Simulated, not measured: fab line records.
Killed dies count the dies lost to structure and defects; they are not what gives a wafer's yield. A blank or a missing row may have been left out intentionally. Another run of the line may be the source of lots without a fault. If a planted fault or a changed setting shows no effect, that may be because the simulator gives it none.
Split-lot study ; flow n5Finfet ; 39 wafers read from 7 lots, route of 1938 steps

## ON THE SPLIT
At N5_MOL_CONTACT_COAG_ETCH_67 (etches SOC in N2/H2, target depth 60 nm, overetch 21 nm, time 101.2 s), the setting sourceW was moved away from the recipe's 840 W on 12 of the 39 wafers read, by -13.7% to +16.6%. For the rest of the wafers, this setting stayed at what the recipe calls for.

The split's own step is where the reading is taken.

## THE READING
rfVppV, in V, at N5_MOL_CONTACT_COAG_ETCH_67 (etches SOC in N2/H2, target depth 60 nm, overetch 21 nm, time 101.2 s). Fault-free wafers of this fab line usually give 524.3 V, standard deviation 2 V.

wafer;tool, chamber at the split;sourceW as run, W;against the recipe;rfVppV, V;against lot-mates on the recipe
L079.1;rieDiel-05, 0;840;recipe;521.0;-
L079.2;rieDiel-05, 2;840;recipe;521.8;-
L079.3;rieDiel-05, 3;840;recipe;525.6;-
L079.4;rieDiel-05, 1;840;recipe;524.2;-
L079.5;rieDiel-05, 1;840;recipe;525.6;-
L079.6;rieDiel-05, 2;840;recipe;521.9;-
L081.1;rieDiel-06, 3;941.7;+12.1%;503.2;-21.6
L081.2;rieDiel-06, 2;840;recipe;525.4;-
L081.3;rieDiel-06, 0;941.7;+12.1%;505.7;-19.1
L081.4;rieDiel-06, 1;840;recipe;524.2;-
L081.5;rieDiel-06, 1;840;recipe;524.7;-
L081.6;rieDiel-06, 2;941.7;+12.1%;505.1;-19.7
L085.1;rieDiel-02, 1;935.5;+11.4%;504.7;-20.9
L085.2;rieDiel-02, 0;840;recipe;527.2;-
L085.3;rieDiel-02, 3;840;recipe;525.7;-
L085.4;rieDiel-02, 2;935.5;+11.4%;508.3;-17.3
L085.5;rieDiel-02, 2;935.5;+11.4%;509.4;-16.2
L085.6;rieDiel-02, 3;840;recipe;524.0;-
L089.1;rieDiel-05, 1;840;recipe;521.9;-
L089.2;rieDiel-05, 0;725.3;-13.7%;547.2;+24.1
L089.3;rieDiel-05, 3;725.3;-13.7%;551.8;+28.7
L089.4;rieDiel-05, 2;725.3;-13.7%;547.7;+24.6
L089.5;rieDiel-05, 3;840;recipe;525.2;-
L089.6;rieDiel-05, 2;840;recipe;522.2;-
L093.1;rieDiel-05, 2;840;recipe;523.0;-
L093.2;rieDiel-05, 1;840;recipe;523.7;-
L093.5;rieDiel-05, 0;840;recipe;521.3;-
L094.1;rieDiel-05, 2;979.6;+16.6%;495.8;-25.8
L094.2;rieDiel-05, 0;840;recipe;521.8;-
L094.3;rieDiel-05, 1;979.6;+16.6%;497.2;-24.4
L094.4;rieDiel-05, 3;979.6;+16.6%;498.8;-22.8
L094.5;rieDiel-05, 1;840;recipe;522.6;-
L094.6;rieDiel-05, 0;840;recipe;520.3;-
L097.1;rieDiel-05, 1;840;recipe;523.9;-
L097.2;rieDiel-05, 0;840;recipe;520.4;-
L097.3;rieDiel-05, 0;840;recipe;521.4;-
L097.4;rieDiel-05, 1;840;recipe;523.6;-
L097.5;rieDiel-05, 1;840;recipe;523.6;-
L097.6;rieDiel-05, 0;840;recipe;520.8;-

THE FIT
A straight line over all 39 wafers: rfVppV changes by -1.63 V for each +1% of sourceW; r = -0.98; the points scatter about the line by 2.2 V.
The same after taking each lot's own level away (the mean of its wafers on the recipe; 39 wafers): -1.65 V for each +1%; r = -0.99; scatter 1.9 V.
The reading moves by 27 V for the largest change in sourceW, on that fit.
Measured against the standard deviation above, the lots' own levels, which go from 521.57 to 525.63 V, span 2.0 times it.
Hence the lot-to-lot level has little effect on the slope; both slopes agree.
Check: -27.1 V against its lot-mates is what the line predicts for one of the wafers moved furthest among these (+16.6%) when that wafer is left out of the fit. Against them it came out at -25.8 V.
Tool readings at the split's step, against how far the setting was moved: rfVppV r = -0.98.

## FURTHER SPLITS ON THESE WAFERS
These wafers also went through other splits before the reading. Each is held against what the fit with the lots' levels taken away leaves over:
other split on the same wafers;wafers away from the commonest value;r with rfVppV (lot level and that fit taken away)
N5_FIN_SAQP_ETCH_65 timeS;12;+0.08
N5_DUMMY_GATE_HM_DEP_06 timeS;30;+0.14
N5_DUMMY_GATE_ETCH_37 sourceW;12;+0.02

## FILE'S OWN FIT
rfVppV changes by -1.63 V for each +1% of sourceW, r = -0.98.
